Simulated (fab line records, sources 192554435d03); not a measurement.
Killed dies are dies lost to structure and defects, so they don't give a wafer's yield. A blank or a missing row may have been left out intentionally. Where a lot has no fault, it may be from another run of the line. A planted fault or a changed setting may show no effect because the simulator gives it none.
fab line records | flow n5-finfet
record: lots: 7 wafers: 39
route steps=1938 shown ZERO_LAYER@11 FIN_SAQP@120 SD_EPI_N@278 GATE_CUT@467 MOL_CONTACT_COAG@584 BEOL_M1@830 BEOL_M2@918 BEOL_M4@1064 BEOL_M7@1308 BEOL_M8@1332 BEOL_M11@1590 BEOL_M13@1673 MIM_BOT@1833 PASSIVATION@1923
start-h: hours from the record's first day to the start of the lot's first wafer shown | wait-h: how many hours have passed since the lot's step before this one | " the same as in the row above | L1.1+2: a single row standing in for several wafers | - either no value or no given start | * or withheld: withheld | < > ~ a bound
route shown NAME@n: names a module that has steps shown in the file, with the first one's number in the route | usual: mean/standard deviation of fault-free wafers | same: alike in all rows | chamber/n: place in a boat | sites: per-site readings | _std_site: standard deviation of those values | _edge_site: the outer-site mean with the inner-site mean subtracted | radius-mm: how far each site lies from the wafer's centre | mask NAME#n: copy n | behind: the most recent tool/chamber to have shaped the wafer | hold: the reason the lot was held/the length of the hold in hours/how it ended | device: the transistor (n, p or np) that didn't switch | end of line: tests of these same wafers at the route's end | for a step that has no rows: nothing shown but its recipe | killed: dies lost to structure and defects at the first sort, not the wafer's yield | map: a wafer's dies, x killed, . not, _ none there
set.NAME: the setting as run; set.NAME@STEP: as run at that earlier step | model.NAME: the simulator's own value behind a step, which no gauge read
lots where settings were altered on purpose, with a table for each step and a row for each wafer
== steps ==
step: N5_ZERO_LAYER_DEVELOP_10
recipe: develop-time-s: 60 rinse-liquid: diw dry: air-spin dev-temp-c: 21
step: N5_FIN_SAQP_MANDREL_ETCH_22
recipe: target-depth-a: 600 chemistry: HBr/Cl2 target: a-Si stop-on: SiNx bt-time-s: 10 over-etch-frac: 0.5 time-s: 30 pressure-mtorr: 10 icp-w: 800 bias-w: 75 HBr_flow_sccm: 150 Cl2_flow_sccm: 80 ends: end-point
step: N5_SD_EPI_N_ETCH_45
recipe: chemistry: CH3F/O2 target: SiOCN target-depth-a: 60 mask-material: SOC ion-energy-ev: 60 bias-w: 29 pressure-mtorr: 15 source-w: 410 Ar_flow_sccm: 150 CH3F_flow_sccm: 30 O2_flow_sccm: 20
step: N5_GATE_CUT_ETCHBACK_30
recipe: chemistry: Cl2/Ar target: TiN target-depth-a: 30 mode: isotropic pressure-mtorr: 10 icp-w: 600 bias-w: 60 Cl2_flow_sccm: 40 Ar_flow_sccm: 60
step: N5_MOL_CONTACT_COAG_ETCHBACK_135
recipe: chemistry: CHF3 target: SiO2 target-depth-a: 250 time-s: 16.7 ion-energy-ev: 200 pressure-mtorr: 30 source-w: 610 bias-w: 170 Ar_flow_sccm: 200 CHF3_flow_sccm: 50
step: N5_BEOL_M1_SPUTTER_96
recipe: material: Cu target-thk-a: 45 temp-c: -20 chamber-pressure-pa: 0.07 power-w: withheld time-s: 8.29
step: N5_BEOL_M2_SPUTTER_94
step: N5_BEOL_M4_ETCH_70
recipe: chemistry: N2/H2 target: SOC target-depth-a: 800 overetch-a: 240 mask-material: SiARC temp-c: 40 time-s: 130 ion-energy-ev: 200 pressure-mtorr: 30 source-w: 840 bias-w: 150 n2-flow-sccm: 200 h2-flow-sccm: 200
step: N5_BEOL_M7_TRENCH_ETCH_37
recipe: chemistry: C4F6/O2 target-depth-a: 934.78 target: SiCOH_lowk time-s: 31.2 ion-energy-ev: 250 pressure-mtorr: 30 source-w: 345 bias-w: 185 Ar_flow_sccm: 300 C4F6_flow_sccm: 10 O2_flow_sccm: 10
step: N5_BEOL_M8_ILD_DEP_00
recipe: material: SiCOH_lowk target-thk-a: 1797.5 temp-c: 300 precursor: DEMS/porogen pressure-torr: 5 rf-w: 500 time-s: 33.4
step: N5_BEOL_M11_ALD_74
recipe: material: TaN target-thk-a: 20 temp-c: 275 ald-precursor-family: PDMAT ald-co-reactant: NH3 pressure-torr: 3 carrier-flow-sccm: 1500 pulse-time-s: 2 purge-time-s: 3 co-reactant-purge-time-s: 2 co-reactant-pulse-time-s: 3 ald-cycles: 40 precursor-vessel-temp-c: 75 precursor-vessel-pressure-torr: 26.25 precursor-vessel-carrier-sccm: 1000
step: N5_BEOL_M13_ETCH_59
recipe: chemistry: N2/H2 target: BARC target-depth-a: 890 overetch-a: 267 time-s: 67.9 ion-energy-ev: 200 pressure-mtorr: 30 source-w: 840 bias-w: 150 n2-flow-sccm: 200 h2-flow-sccm: 200
step: N5_MIM_BOT_SPUTTER_00
recipe: material: TiN target-thk-a: 350 temp-c: 200 power-w: 3000 chamber-pressure-pa: 0.49996 gas: Ar reactive-partial-pa: 0.37997 time-s: 89.7
step: N5_PASSIVATION_DEVELOP_43
step: N5_PASSIVATION_PROBE_49
usual: killed-at-front-end: 38/12 sort_bin_5_function: 4.9/1
columns lot.wafer tool chamber start-h wait-h set.develop-time-s@ZERO_LAYER_DEVELOP_10 set.target-depth-a@FIN_SAQP_MANDREL_ETCH_22 set.target-depth-a@SD_EPI_N_ETCH_45 set.target-depth-a@GATE_CUT_ETCHBACK_30 set.time-s@MOL_CONTACT_COAG_ETCHBACK_135 set.time-s@BEOL_M1_SPUTTER_96 set.time-s@BEOL_M2_SPUTTER_94 set.target-depth-a@BEOL_M4_ETCH_70 set.time-s@BEOL_M7_TRENCH_ETCH_37 set.time-s@BEOL_M8_ILD_DEP_00 set.ald-cycles@BEOL_M11_ALD_74 set.time-s@BEOL_M13_ETCH_59 set.target-thk-a@MIM_BOT_SPUTTER_00 set.develop-time-s@PASSIVATION_DEVELOP_43 killed-at-front-end sort_bin_5_function[%]
L075.2 prober-02 - 309.37 0.1 60 600 60 30 16.7 8.29 8.29 800 31.2 33.4 40 67.9 350 60 26 2.3
L075.4 prober-02 - 309.47 0.2 60 600 60 30 16.7 8.29 8.29 800 31.2 33.4 40 67.9 350 60 35 4.2
L075.6 prober-02 - 309.57 0.3 60 600 60 30 16.7 8.29 8.29 800 31.2 33.4 40 67.9 350 60 65 5.1
L078.1 prober-02 - 319.25 0.0 44.28 350.1 60 30 16.7 8.29 8.29 800 31.2 21.35 40 67.9 350 60 1125 96.7
L078.2 prober-02 - 319.30 0.1 60 600 36.59 43.89 24.1 8.29 8.29 800 31.2 33.4 40 67.9 350 33.11 21 4.3
L078.3 prober-02 - 319.35 0.1 60 350.1 36.59 30 24.1 8.29 10.72 638.9 31.2 21.35 40 67.9 350 33.11 1144 97.9
L078.4 prober-02 - 319.40 0.2 44.28 600 60 30 24.1 8.29 8.29 638.9 31.2 33.4 40 67.9 350 60 60 6.9
L078.5 prober-02 - 319.45 0.2 44.28 600 36.59 43.89 16.7 8.29 10.72 638.9 31.2 33.4 40 67.9 350 60 32 5.2
L078.6 prober-02 - 319.50 0.3 60 350.1 60 43.89 16.7 8.29 10.72 800 31.2 21.35 40 67.9 350 33.11 1137 97.6
L080.1 prober-01 - 325.92 0.0 60 600 60 30 16.7 5.167 8.29 800 31.2 33.4 40 67.9 240.7 60 45 4.9
L080.2 prober-01 - 325.97 0.1 60 600 60 12.66 10.17 8.29 8.29 981.7 31.2 33.4 40 67.9 240.7 60 46 5.7
L080.3 prober-01 - 326.02 0.1 60 290.5 60 30 10.17 8.29 8.29 800 13.23 16.91 40 67.9 240.7 76.69 1121 97.0
L080.4 prober-01 - 326.07 0.2 60 600 60 12.66 16.7 8.29 8.29 800 13.23 16.91 40 67.9 350 60 26 97.5
L080.5 prober-01 - 326.12 0.2 60 290.5 60 30 10.17 5.167 8.29 981.7 31.2 16.91 40 67.9 350 76.69 1109 96.3
L080.6 prober-01 - 326.17 0.3 60 290.5 60 12.66 16.7 5.167 8.29 981.7 13.23 33.4 40 67.9 350 76.69 1122 97.7
L089.1 prober-01 - 403.19 0.0 95.85 600 29.4 15.62 16.7 8.29 8.29 800 19.02 42.03 40 67.9 350 60 54 5.4
L089.2 prober-01 - 403.24 0.1 95.85 600 29.4 15.62 16.7 8.29 8.29 800 31.2 33.4 40 67.9 350 60 51 6.3
L089.3 prober-01 - 403.29 0.1 95.85 600 60 30 16.7 8.29 8.29 800 19.02 42.03 40 67.9 350 60 39 4.2
L089.4 prober-01 - 403.34 0.2 60 600 60 15.62 16.7 8.29 8.29 800 31.2 33.4 40 67.9 350 60 37 5.1
L089.5 prober-01 - 403.39 0.2 60 600 60 30 16.7 8.29 8.29 800 31.2 42.03 40 67.9 350 60 35 4.7
L089.6 prober-01 - 403.44 0.3 60 600 29.4 30 16.7 8.29 8.29 800 19.02 33.4 40 67.9 350 60 44 5.9
L083.1 prober-02 - 408.31 0.0 35.63 600 77.79 30 16.7 8.29 8.29 800 31.2 21.98 40 67.9 350 60 28 4.5
L083.2 prober-02 - 408.36 0.1 35.63 600 60 30 16.7 8.29 9.744 800 40.95 33.4 50 43.15 350 60 40 4.4
L083.3 prober-02 - 408.41 0.1 60 600 77.79 30 16.7 8.29 8.29 955 40.95 33.4 40 43.15 350 60 25 4.3
L083.4 prober-02 - 408.46 0.2 60 600 77.79 30 16.7 8.29 9.744 955 31.2 21.98 50 43.15 350 60 27 4.7
L083.5 prober-02 - 408.51 0.2 60 600 60 30 16.7 8.29 8.29 800 31.2 33.4 50 67.9 350 60 19 3.6
L083.6 prober-02 - 408.56 0.3 35.63 600 60 30 16.7 8.29 9.744 955 40.95 21.98 40 67.9 350 60 25 3.0
L088.1 prober-01 - 408.99 0.0 60 952.9 60 21.86 16.7 8.29 5.248 1042 31.2 33.4 40 67.9 478 60 49 5.9
L088.2 prober-01 - 409.04 0.1 60 600 91.24 30 22.85 8.29 5.248 800 31.2 33.4 23 67.9 350 60 32 5.3
L088.3 prober-01 - 409.09 0.1 60 952.9 91.24 21.86 22.85 11.09 8.29 1042 31.2 33.4 23 67.9 350 60 42 4.8
L088.4 prober-01 - 409.14 0.2 60 600 91.24 21.86 16.7 11.09 5.248 800 31.2 27.72 40 67.9 350 60 34 5.6
L088.5 prober-01 - 409.19 0.2 60 600 60 30 16.7 11.09 8.29 1042 31.2 27.72 23 67.9 478 60 40 5.6
L088.6 prober-01 - 409.24 0.3 60 952.9 60 30 22.85 8.29 8.29 800 31.2 27.72 40 67.9 478 60 36 5.8
L090.1 prober-01 - 419.29 0.0 60 600 60 30 23.28 8.29 8.29 1210 31.2 16.01 40 67.9 448.5 81.51 33 4.3
L090.2 prober-01 - 419.34 0.1 60 248 28.55 21.74 23.28 8.29 4.914 1210 44.83 33.4 40 50.13 448.5 60 1105 95.5
L090.3 prober-01 - 419.39 0.1 60 248 28.55 30 16.7 8.29 4.914 1210 31.2 16.01 40 67.9 350 60 1134 96.9
L090.4 prober-01 - 419.44 0.2 60 600 60 21.74 16.7 8.29 4.914 800 44.83 16.01 40 50.13 448.5 81.51 36 4.7
L090.5 prober-01 - 419.49 0.2 60 248 60 30 23.28 8.29 8.29 800 44.83 33.4 40 67.9 350 60 1136 97.4
L090.6 prober-01 - 419.54 0.3 60 600 28.55 21.74 16.7 8.29 8.29 800 31.2 33.4 40 50.13 350 81.51 37 5.5
killed by level:class
L075.2 MOL_CONTACT_COAG:geometric-particle:open=10 BEOL_M4:geometric-particle:open=8 GATE_CUT:geometric-particle:short=6 BEOL_M0_SAQP:geometric-particle:open=6 BEOL_M0_SAQP:geometric-particle:short=4 STARTING-WAFER:geometric-particle:short=4 ILD0:geometric-particle:open=3 GATE_CUT:geometric-particle:open=3
L075.4 MOL_CONTACT_COAG:geometric-particle:open=12 GATE_CUT:geometric-particle:short=7 STI_FIN_REVEAL:geometric-particle:open=6 BEOL_M1:geometric-particle:open=6 BEOL_M4:geometric-particle:open=5 MIM_TOP_ETCH:geometric-particle:open=5 MIM_TOP_ETCH:geometric-particle:short=5 ILD0:geometric-particle:short=4
L075.6 FIN_SAQP:geometric-particle:open=18 FIN_SAQP:geometric-particle:short=12 STI_FIN_REVEAL:geometric-particle:open=12 BEOL_M3:geometric-particle:open=7 BEOL_M0_SAQP:geometric-particle:short=7 BEOL_M4:geometric-particle:open=7 DUMMY_GATE:geometric-particle:open=6 BEOL_M0_SAQP:geometric-particle:open=5
L078.1 FIN_SAQP:area-etch=1084 BEOL_M1:geometric-particle:open=11 BEOL_M3:geometric-particle:open=11 DUMMY_GATE:geometric-particle:open=8 MOL_CONTACT_COAG:geometric-particle:open=8 FIN_SAQP:geometric-particle:open=5 FIN_SAQP:geometric-particle:short=5 ILD0:geometric-particle:short=5
L078.2 MOL_CONTACT_COAG:geometric-particle:open=24 BEOL_M4:geometric-particle:open=8 STI_FIN_REVEAL:geometric-particle:open=7 BEOL_M0_SAQP:geometric-particle:short=6 BEOL_M0_SAQP:geometric-particle:open=5 BEOL_M1:geometric-particle:open=4 DUMMY_GATE:geometric-particle:short=3 MOL_CONTACT_COAG:geometric-particle:short=3
L078.3 FIN_SAQP:area-etch=1115 MOL_CONTACT_COAG:geometric-particle:open=8 STI_FIN_REVEAL:geometric-particle:open=6 DUMMY_GATE:geometric-particle:open=6 FIN_SAQP:geometric-particle:open=5 FIN_SAQP:geometric-particle:short=4 BEOL_M0_SAQP:geometric-particle:open=4 BEOL_M0_SAQP:geometric-particle:short=4
L078.4 DUMMY_GATE:geometric-particle:open=14 BEOL_M2:geometric-particle:open=13 MOL_CONTACT_COAG:geometric-particle:open=11 BEOL_M1:geometric-particle:open=11 GATE_CUT:geometric-particle:short=10 FIN_SAQP:geometric-particle:short=8 STI_FIN_REVEAL:geometric-particle:open=6 FIN_SAQP:geometric-particle:open=5
L078.5 MOL_CONTACT_COAG:geometric-particle:open=20 MOL_CONTACT_COAG:geometric-particle:short=8 BEOL_M4:geometric-particle:open=6 FIN_SAQP:geometric-particle:open=5 ILD0:geometric-particle:open=5 STI_FIN_REVEAL:geometric-particle:open=4 BEOL_M0_SAQP:geometric-particle:short=4 BEOL_M2:geometric-particle:open=4
L078.6 FIN_SAQP:area-etch=1090 STI_FIN_REVEAL:geometric-particle:open=10 MOL_CONTACT_COAG:geometric-particle:open=10 DUMMY_GATE:geometric-particle:open=6 GATE_CUT:geometric-particle:short=6 GATE_CUT:geometric-particle:open=5 STARTING-WAFER:geometric-particle:short=4 MOL_CONTACT_COAG:geometric-particle:short=4
L080.1 FIN_SAQP:geometric-particle:short=14 FIN_SAQP:geometric-particle:open=9 STI_FIN_REVEAL:geometric-particle:open=7 BEOL_M0_SAQP:geometric-particle:short=7 MOL_CONTACT_COAG:geometric-particle:open=6 BEOL_M1:geometric-particle:open=6 BEOL_M3:geometric-particle:open=6 GATE_CUT:geometric-particle:open=5
L080.2 MOL_CONTACT_COAG:geometric-particle:open=12 FIN_SAQP:geometric-particle:open=9 STI_FIN_REVEAL:geometric-particle:open=9 FIN_SAQP:geometric-particle:short=8 MOL_CONTACT_COAG:geometric-particle:short=8 GATE_CUT:geometric-particle:short=7 DUMMY_GATE:geometric-particle:open=6 BEOL_M1:geometric-particle:open=6
L080.3 FIN_SAQP:area-etch=1101 MOL_CONTACT_COAG:geometric-particle:open=15 MOL_CONTACT_COAG:geometric-particle:short=8 BEOL_M2:geometric-particle:open=7 FIN_SAQP:geometric-particle:open=5 BEOL_M4:geometric-particle:open=5 BEOL_M0_SAQP:geometric-particle:short=4 BEOL_M0_SAQP:geometric-particle:open=4
L080.4 BEOL_M7:area-ecd=1113 FIN_SAQP:geometric-particle:open=7 MOL_CONTACT_COAG:geometric-particle:open=7 BEOL_M3:geometric-particle:open=7 FIN_SAQP:geometric-particle:short=6 BEOL_M0_SAQP:geometric-particle:open=4 BEOL_M4:geometric-particle:open=4 BEOL_M1:geometric-particle:short=3
L080.5 FIN_SAQP:area-etch=1081 MOL_CONTACT_COAG:geometric-particle:open=12 BEOL_M0_SAQP:geometric-particle:short=9 BEOL_M1:geometric-particle:open=7 BEOL_M2:geometric-particle:open=7 MOL_CONTACT_COAG:geometric-particle:short=6 STARTING-WAFER:geometric-particle:open=5 FIN_SAQP:geometric-particle:open=4
L080.6 FIN_SAQP:area-etch=1102 MOL_CONTACT_COAG:geometric-particle:open=13 BEOL_M0_SAQP:geometric-particle:short=6 MOL_CONTACT_COAG:geometric-particle:short=5 BEOL_M1:interface-void-opened=4 BEOL_M3:geometric-particle:open=4 BEOL_M4:geometric-particle:open=4 MIM_TOP:geometric-particle:short=4
L089.1 BEOL_M7:area-ecd=85 MOL_CONTACT_COAG:geometric-particle:open=23 FIN_SAQP:geometric-particle:open=20 BEOL_M1:geometric-particle:open=11 FIN_SAQP:geometric-particle:short=10 BEOL_M0_SAQP:geometric-particle:short=7 GATE_CUT:geometric-particle:short=6 ILD0:geometric-particle:short=5
L089.2 BEOL_M0_SAQP:geometric-particle:open=16 STI_FIN_REVEAL:geometric-particle:open=15 BEOL_M0_SAQP:geometric-particle:short=14 FIN_SAQP:geometric-particle:short=13 MOL_CONTACT_COAG:geometric-particle:open=12 FIN_SAQP:geometric-particle:open=8 BEOL_M3:geometric-particle:open=6 BEOL_M1:geometric-particle:open=6
L089.3 BEOL_M7:area-ecd=75 FIN_SAQP:geometric-particle:open=17 MOL_CONTACT_COAG:geometric-particle:open=9 BEOL_M0_SAQP:geometric-particle:short=9 FIN_SAQP:geometric-particle:short=8 BEOL_M0_SAQP:geometric-particle:open=6 BEOL_M3:geometric-particle:open=5 STI_FIN_REVEAL:geometric-particle:open=4
L089.4 STI_FIN_REVEAL:geometric-particle:open=12 MOL_CONTACT_COAG:geometric-particle:open=9 BEOL_M2:geometric-particle:open=9 FIN_SAQP:geometric-particle:open=7 BEOL_M1:geometric-particle:open=7 BEOL_M0_SAQP:geometric-particle:short=6 BEOL_M0_SAQP:geometric-particle:open=6 STI_FIN_REVEAL:geometric-particle:short=4
L089.5 MOL_CONTACT_COAG:geometric-particle:open=18 BEOL_M3:geometric-particle:open=12 FIN_SAQP:geometric-particle:open=8 BEOL_M0_SAQP:geometric-particle:short=7 FIN_SAQP:geometric-particle:short=6 BEOL_M0_SAQP:geometric-particle:open=6 DUMMY_GATE:geometric-particle:open=4 STI_FIN_REVEAL:geometric-particle:open=4
L089.6 BEOL_M7:area-ecd=85 FIN_SAQP:geometric-particle:open=13 MOL_CONTACT_COAG:geometric-particle:open=12 BEOL_M3:geometric-particle:open=11 BEOL_M0_SAQP:geometric-particle:short=10 FIN_SAQP:geometric-particle:short=9 BEOL_M0_SAQP:geometric-particle:open=9 GATE_CUT:geometric-particle:short=4
L083.1 MOL_CONTACT_COAG:geometric-particle:open=11 STI_FIN_REVEAL:geometric-particle:open=6 BEOL_M1:geometric-particle:open=6 BEOL_M3:geometric-particle:open=6 MOL_CONTACT_COAG:geometric-particle:short=5 FIN_SAQP:geometric-particle:open=4 DUMMY_GATE:geometric-particle:open=3 GATE_CUT:geometric-particle:short=3
L083.2 MOL_CONTACT_COAG:geometric-particle:open=19 STI_FIN_REVEAL:geometric-particle:open=7 BEOL_M0_SAQP:geometric-particle:short=7 BEOL_M0_SAQP:geometric-particle:open=7 GATE_CUT:geometric-particle:open=6 BEOL_M3:geometric-particle:open=5 MOL_CONTACT_COAG:geometric-particle:short=5 DUMMY_GATE:geometric-particle:open=4
L083.3 BEOL_M3:geometric-particle:open=13 BEOL_M1:geometric-particle:open=6 BEOL_M4:geometric-particle:open=5 GATE_CUT:geometric-particle:open=4 BEOL_M3:geometric-particle:short=4 FIN_SAQP:geometric-particle:short=3 FIN_SAQP:geometric-particle:open=3 DUMMY_GATE:geometric-particle:open=3
L083.4 MOL_CONTACT_COAG:geometric-particle:open=12 BEOL_M3:geometric-particle:open=10 DUMMY_GATE:geometric-particle:open=5 MIM_TOP_ETCH:geometric-particle:open=5 BEOL_M1:geometric-particle:open=5 PASS1_CAP:geometric-particle:short=5 BEOL_M3:geometric-particle:short=4 BEOL_M5:geometric-particle:open=4
L083.5 BEOL_M2:geometric-particle:open=8 STI_FIN_REVEAL:geometric-particle:open=4 MOL_CONTACT_COAG:geometric-particle:open=4 BEOL_M4:geometric-particle:open=4 STARTING-WAFER:geometric-particle:short=4 MOL_CONTACT_COAG:geometric-particle:short=3 BEOL_M0_SAQP:geometric-particle:short=3 MIM_TOP_ETCH:geometric-particle:open=3
L083.6 MOL_CONTACT_COAG:geometric-particle:open=8 BEOL_M3:geometric-particle:open=8 BEOL_M1:geometric-particle:open=6 DUMMY_GATE:geometric-particle:open=5 DUMMY_GATE:geometric-particle:short=4 BEOL_M7:geometric-particle:open=4 MOL_CONTACT_COAG:geometric-particle:short=3 STARTING-WAFER:geometric-particle:open=3
L088.1 MIM_BOT:area-sputter=1065 FIN_SAQP:geometric-particle:short=10 STI_FIN_REVEAL:geometric-particle:open=10 BEOL_M0_SAQP:geometric-particle:short=10 MOL_CONTACT_COAG:geometric-particle:open=9 DUMMY_GATE:geometric-particle:open=8 BEOL_M4:geometric-particle:open=8 BEOL_M0_SAQP:geometric-particle:open=7
L088.2 BEOL_M0_SAQP:geometric-particle:open=13 BEOL_M0_SAQP:geometric-particle:short=9 BEOL_M3:geometric-particle:open=8 FIN_SAQP:geometric-particle:short=7 FIN_SAQP:geometric-particle:open=7 MOL_CONTACT_COAG:geometric-particle:open=6 M11:area-ald=6 BEOL_M0:geometric-particle:open=5
L088.3 FIN_SAQP:geometric-particle:open=9 FIN_SAQP:geometric-particle:short=9 STI_FIN_REVEAL:geometric-particle:open=9 MOL_CONTACT_COAG:geometric-particle:open=8 M11:area-ald=7 BEOL_M0_SAQP:geometric-particle:short=5 BEOL_M0:geometric-particle:open=5 DUMMY_GATE:geometric-particle:open=4
L088.4 FIN_SAQP:geometric-particle:open=14 BEOL_M1:geometric-particle:open=14 MOL_CONTACT_COAG:geometric-particle:open=12 BEOL_M3:geometric-particle:open=9 BEOL_M0_SAQP:geometric-particle:short=6 BEOL_M4:geometric-particle:open=6 DUMMY_GATE:geometric-particle:open=5 FIN_SAQP:geometric-particle:short=4
L088.5 MIM_BOT:area-sputter=1067 BEOL_M0_SAQP:geometric-particle:short=12 FIN_SAQP:geometric-particle:open=9 FIN_SAQP:geometric-particle:short=9 MOL_CONTACT_COAG:geometric-particle:open=9 STI_FIN_REVEAL:geometric-particle:open=7 BEOL_M2:geometric-particle:open=7 BEOL_M0_SAQP:geometric-particle:open=6
L088.6 MIM_BOT:area-sputter=1074 BEOL_M0_SAQP:geometric-particle:short=13 STI_FIN_REVEAL:geometric-particle:open=11 BEOL_M0_SAQP:geometric-particle:open=11 BEOL_M1:geometric-particle:open=10 FIN_SAQP:geometric-particle:short=6 FIN_SAQP:geometric-particle:open=4 DUMMY_GATE:geometric-particle:open=4
L090.1 BEOL_M8:area-dep=1085 BEOL_M3:geometric-particle:open=12 MOL_CONTACT_COAG:geometric-particle:open=6 FIN_SAQP:geometric-particle:short=5 BEOL_M0_SAQP:geometric-particle:open=5 FIN_SAQP:geometric-particle:open=4 DUMMY_GATE:geometric-particle:open=4 GATE_CUT:geometric-particle:short=4
L090.2 FIN_SAQP:area-etch=1060 FIN_SAQP:geometric-particle:short=14 BEOL_M3:geometric-particle:open=12 FIN_SAQP:geometric-particle:open=9 MOL_CONTACT_COAG:geometric-particle:open=8 BEOL_M0_SAQP:geometric-particle:open=8 BEOL_M1:geometric-particle:open=7 PASS1_DEP:geometric-particle:short=6
L090.3 FIN_SAQP:area-etch=1089 FIN_SAQP:geometric-particle:open=9 FIN_SAQP:geometric-particle:short=7 BEOL_M0_SAQP:geometric-particle:short=7 STI_FIN_REVEAL:geometric-particle:open=6 GATE_CUT:geometric-particle:short=6 BEOL_M3:geometric-particle:open=5 STARTING-WAFER:geometric-particle:short=5
L090.4 BEOL_M8:area-dep=1085 BEOL_M3:geometric-particle:open=9 FIN_SAQP:geometric-particle:open=8 FIN_SAQP:geometric-particle:short=7 BEOL_M0_SAQP:geometric-particle:open=7 MOL_CONTACT_COAG:geometric-particle:open=5 BEOL_M2:geometric-particle:open=5 ILD0:geometric-particle:short=4
L090.5 FIN_SAQP:area-etch=1114 MOL_CONTACT_COAG:geometric-particle:open=9 DUMMY_GATE:geometric-particle:open=4 BEOL_M0_SAQP:geometric-particle:open=4 BEOL_M2:geometric-particle:open=4 BEOL_M3:geometric-particle:open=4 FIN_SAQP:geometric-particle:open=3 STI_FIN_REVEAL:geometric-particle:open=3
L090.6 FIN_SAQP:geometric-particle:short=9 STI_FIN_REVEAL:geometric-particle:open=9 BEOL_M3:geometric-particle:open=9 FIN_SAQP:geometric-particle:open=8 MOL_CONTACT_COAG:geometric-particle:open=8 BEOL_M2:geometric-particle:open=8 BEOL_M0_SAQP:geometric-particle:open=7 BEOL_M4:geometric-particle:open=5
== key ==
split: step: N5_ZERO_LAYER_DEVELOP_10 setting: develop-time-s stated-as: 60
response none clear
split: step: N5_FIN_SAQP_MANDREL_ETCH_22 setting: target-depth-a stated-as: 600
response: step: N5_PASSIVATION_PROBE_49 reading: killed-at-front-end slope: -14.6 per: 1% together-with: all explained: 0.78
response: step: N5_PASSIVATION_PROBE_49 reading: sort_bin_5_function slope: -1.09 per: 1% together-with: all explained: 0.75
split: step: N5_SD_EPI_N_ETCH_45 setting: target-depth-a stated-as: 60
response none clear
split: step: N5_GATE_CUT_ETCHBACK_30 setting: target-depth-a stated-as: 30
response none clear
split: step: N5_MOL_CONTACT_COAG_ETCHBACK_135 setting: time-s stated-as: 16.7
response none clear
split: step: N5_BEOL_M1_SPUTTER_96 setting: time-s stated-as: 8.29
response none clear
split: step: N5_BEOL_M2_SPUTTER_94 setting: time-s stated-as: 8.29
response none clear
split: step: N5_BEOL_M4_ETCH_70 setting: target-depth-a stated-as: 800
response none clear
split: step: N5_BEOL_M7_TRENCH_ETCH_37 setting: time-s stated-as: 31.2
response none clear
split: step: N5_BEOL_M8_ILD_DEP_00 setting: time-s stated-as: 33.4
response none clear
split: step: N5_BEOL_M11_ALD_74 setting: ald-cycles stated-as: 40
response none clear
split: step: N5_BEOL_M13_ETCH_59 setting: time-s stated-as: 67.9
response none clear
split: step: N5_MIM_BOT_SPUTTER_00 setting: target-thk-a stated-as: 350
response none clear
split: step: N5_PASSIVATION_DEVELOP_43 setting: develop-time-s stated-as: 60
response none clear
